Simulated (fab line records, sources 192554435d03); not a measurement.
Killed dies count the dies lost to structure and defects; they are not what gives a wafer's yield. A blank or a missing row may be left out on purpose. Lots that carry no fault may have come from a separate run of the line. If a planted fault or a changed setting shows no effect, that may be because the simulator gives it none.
Struck lot and sound lot, side by side / flow n5Finfet / 19 out of 1938 route steps
Sound: the wafers L862.1, L862.5, L862.6. Struck: wafer L881.2. (L881.3, L881.4 of the same lot were not struck and are left out.) The cause comes at the end.
Per side, at each step with rows, come the tool, then ch with its chambers, and then its first start. Under that, the readings that differ: sound wafers / struck wafers / difference of the means / sigmas: that difference in standard deviations of wafers without a fault.
alike: same words and numbers on both sides, and readings whose means sit less than 2 such deviations apart. not compared: any withheld reading, any reading some wafer has no value for, any bound like >300 that may hide the same value, and any number with overlapping values for which the record gives no deviation.
Wherever a step has rows on one side only, a row that says differs or no value, or a row with sigmas, the two part there. When numbers do not overlap yet have no deviation, they are printed without sigmas and do not part them. A reading missing from all wafers of one side parts the sides only when that side holds two or more wafers.

first, 9 steps without rows for these wafers: N5_SD_EPI_N_COAT_33 (time 60 s, resist thk 35 nm); N5_SD_EPI_N_COAT_03 (resist thk 150 nm); N5_SD_EPI_N_EBR_05; N5_SD_EPI_N_SOFTBAKE_04 (time 60 s); N5_SD_EPI_N_EXPOSE_06 (exposes mask SD N BLK, target cd 120 nm); N5_SD_EPI_N_PEB_07 (peb time 60 s); N5_SD_EPI_N_DEVELOP_08 (develop time 30 s); N5_SD_EPI_N_DESCUM_14 (chemistry O2, time 7.9 s); N5_SD_EPI_N_ETCH_34 (etches SiARC in CF4, target depth 45.5 nm, time 75.8 s).
N5_SD_EPI_N_ETCH_35: etches SOC in N2/H2, overetch 108 nm, time 486 s.
  sound on rieDiel-04 ch 0,1,2, day 3 01:16; struck on rieDiel-04 ch 0, day 7 18:55
reading=model.SD_EPI_N.cdNm (nm); sound=119.2 120.2 120; struck=126.4; difference=+6.6; sigmas=
reading=model.SiARC_of_SD_EPI_N_COAT_33.thkNm (nm); sound=19.6 19.6 19.6; struck=14.4; difference=-5.2; sigmas=
  alike: drypumpMotorCurrentA, oesProductAu, rfVppV, showerheadPlenumPTorr, throttleValvePct
  not compared: rfHoursCounterH
then, 3 steps without rows for these wafers: N5_SD_EPI_N_STRIP_36 (strips in N2/H2); N5_SD_EPI_N_ETCHBACK_44 (etches SiNx in CH3F/O2, stops on SiO2, target depth 14.5 nm); N5_SD_EPI_N_ETCH_45 (etches SiOCN in CH3F/O2, target depth 6 nm).
N5_SD_EPI_N_ETCH_16: etches SiO2 in CHF3/O2, target depth 5 nm.
  sound on rieDiel-04 ch 0,1,2, day 3 01:47; struck on rieDiel-04 ch 0, day 7 19:27
reading=model.SiARC_of_SD_EPI_N_COAT_33.thkNm (nm); sound=12.2 12.4 12; struck=7; difference=-5; sigmas=
  alike: CHF3_flow_sccm, drypumpMotorCurrentA, oesProductAu, rfVppV, showerheadPlenumPTorr, throttleValvePct
  not compared: rfHoursCounterH
then, 1 step without rows for these wafers: N5_SD_EPI_N_STRIP_47 (strips in CHF3/O2).
N5_SD_EPI_N_SD_RECESS_17: chemistry HBr/Cl2/O2, target depth 41 nm, time 23.7 s, bt time 3 s.
  sound on rieSi-04 ch 1,2,3, day 3 01:52; struck on rieSi-03 ch 2, day 7 19:31
reading=model.SD_EPI_N.cdNm (nm); sound=119 120.2 119.8; struck=126.4; difference=+6.7; sigmas=
  alike: drypumpMotorCurrentA, oesProductAu, throttleValvePct
  not compared: rfHoursCounterH
then, 1 step without rows for these wafers: N5_SD_EPI_N_STRIP_38 (strips in N2/H2).
-- a jump in the record: the struck wafers' starts before and after are 5 days apart (it breaks off in module SD_EPI_N and resumes in module BEOL_M4, where the first step shown is number 1111 of the route) --
N5_BEOL_M4_RC_MEAS_101:
  sound on prober-02 ch 0, day 8 03:52; struck on prober-02 ch 0, day 12 21:59
reading=VT_N (mV); sound=249 251 250; struck=256; difference=+6; sigmas=+2
  alike: DIBL_N, DIBL_P, IOFF_N, IOFF_P, ION_N, ION_P, SS_N, SS_P, VT_P
next, for these wafers, 1 step has no rows: N5_PASSIVATION_PROBE_49.

WHERE THEY PART
Only at N5_BEOL_M4_RC_MEAS_101, within this record.

WHY: the cause the simulator had injected
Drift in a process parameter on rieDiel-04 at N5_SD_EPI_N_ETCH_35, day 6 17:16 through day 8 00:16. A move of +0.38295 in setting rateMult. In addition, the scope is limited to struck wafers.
